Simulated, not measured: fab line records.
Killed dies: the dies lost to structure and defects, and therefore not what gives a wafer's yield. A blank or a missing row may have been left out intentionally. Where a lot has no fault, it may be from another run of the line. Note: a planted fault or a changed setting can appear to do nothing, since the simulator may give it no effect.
A single fault, viewed from 3 desks || flow n5Finfet || only its own numbers are on each desk; what lay behind them is given at the end

## FOR THE TOOL OWNER'S DESK: rieDiel-06
The tool's own readings at N5_BEOL_M14_ETCH_68 (etches SOC in N2/H2, time 450 s): means of the sampled wafers that have a number, for each lot that ran on this tool. Marked OUT: a lot whose mean sits more than 4 standard deviations from the usual mean, which makes it out of limits; the brackets give that distance.
Columns: A = biasW at N5_BEOL_M14_ETCH_68, usual 349.9 W; B = drypumpMotorCurrentA at N5_BEOL_M14_ETCH_68, usual 5.8 A; C = oesProductAu at N5_BEOL_M14_ETCH_68, usual 0.80 a.u.; D = rfVppV at N5_BEOL_M14_ETCH_68, usual 524.3 V; E = showerheadPlenumPTorr at N5_BEOL_M14_ETCH_68, usual 2.56 Torr; F = throttleValvePct at N5_BEOL_M14_ETCH_68, usual 17.69 %
{"lot": "L313", "first seen here": "day 10 15:54", "A": 350.9, "B": 6.0, "C": 0.71, "D": 524.7, "E": 2.56, "F": 17.79}
{"lot": "L315", "first seen here": "day 11 12:32", "A": 349.9, "B": 6.2, "C": 0.70, "D": 525.0, "E": 2.58, "F": 17.68}
{"lot": "L321", "first seen here": "day 13 09:07", "A": 350.3, "B": 5.8, "C": 0.71, "D": 523.1, "E": 2.52, "F": 17.94}
{"lot": "L328", "first seen here": "day 14 14:52", "A": 349.8, "B": 5.8, "C": 0.68, "D": 522.2, "E": 2.52, "F": 17.89}
{"lot": "L329", "first seen here": "day 15 08:23", "A": 349.9, "B": 5.9, "C": 0.68, "D": 524.2, "E": 2.55, "F": 17.96}
{"lot": "L330", "first seen here": "day 15 11:55", "A": 350.8, "B": 6.1, "C": 0.63, "D": 525.6, "E": 2.65, "F": 17.69}
This desk's verdict: no lot among the 6 shows anything out of limits.

## FROM THE METROLOGY DESK
What the gauges read for every lot (on any tool): the sampled wafers with a number, averaged. Marked OUT: a lot whose mean sits more than 4 standard deviations from the usual mean, which makes it out of limits; the brackets give that distance.
Columns: A = cdNm at N5_BEOL_M14_CD_MEAS_28, usual 284.7 nm; B = M14_OVL at N5_BEOL_M14_OVL_MEAS_29, usual 5 nm
{"lot": "L313", "first seen here": "day 10 15:34", "A": 284.6, "B": 5}
{"lot": "L315", "first seen here": "day 11 11:06", "A": 285.0, "B": 10}
{"lot": "L319", "first seen here": "day 12 14:00", "A": 283.0, "B": 4}
{"lot": "L321", "first seen here": "day 13 08:50", "A": 285.5, "B": -2}
{"lot": "L328", "first seen here": "day 14 13:33", "A": 282.2, "B": 2}
{"lot": "L329", "first seen here": "day 15 08:08", "A": 283.6, "B": 8}
{"lot": "L330", "first seen here": "day 15 11:38", "A": 282.3, "B": 3}
This desk's verdict: no lot among the 7 shows anything out of limits.

## THE DEFECT DESK
Lot by lot, what the route's inspections counted, given as the mean of those sampled wafers with a number. Marked OUT: a lot whose mean sits more than 4 standard deviations from the usual mean, which makes it out of limits; the brackets give that distance.
Columns: A = rawDefectCount at N5_BEOL_M14_INSPECT_30, usual 2.1
{"lot": "L313", "first seen here": "day 10 15:37", "A": 2.7}
{"lot": "L315", "first seen here": "day 11 11:10", "A": 1.5}
{"lot": "L319", "first seen here": "day 12 14:04", "A": 1.3}
{"lot": "L321", "first seen here": "day 13 08:54", "A": 1.0}
{"lot": "L328", "first seen here": "day 14 13:36", "A": 2.0}
{"lot": "L329", "first seen here": "day 15 08:11", "A": 2.0}
{"lot": "L330", "first seen here": "day 15 11:41", "A": 2.0}
This desk's verdict: no lot among the 7 shows anything out of limits.

## PUT TOGETHER
The tool owner's desk saw nothing out of limits.
Metrology desk: nothing out of limits seen.
Nothing out of limits was seen by the defect desk.

## WHAT WAS PUT IN BY THE SIMULATOR
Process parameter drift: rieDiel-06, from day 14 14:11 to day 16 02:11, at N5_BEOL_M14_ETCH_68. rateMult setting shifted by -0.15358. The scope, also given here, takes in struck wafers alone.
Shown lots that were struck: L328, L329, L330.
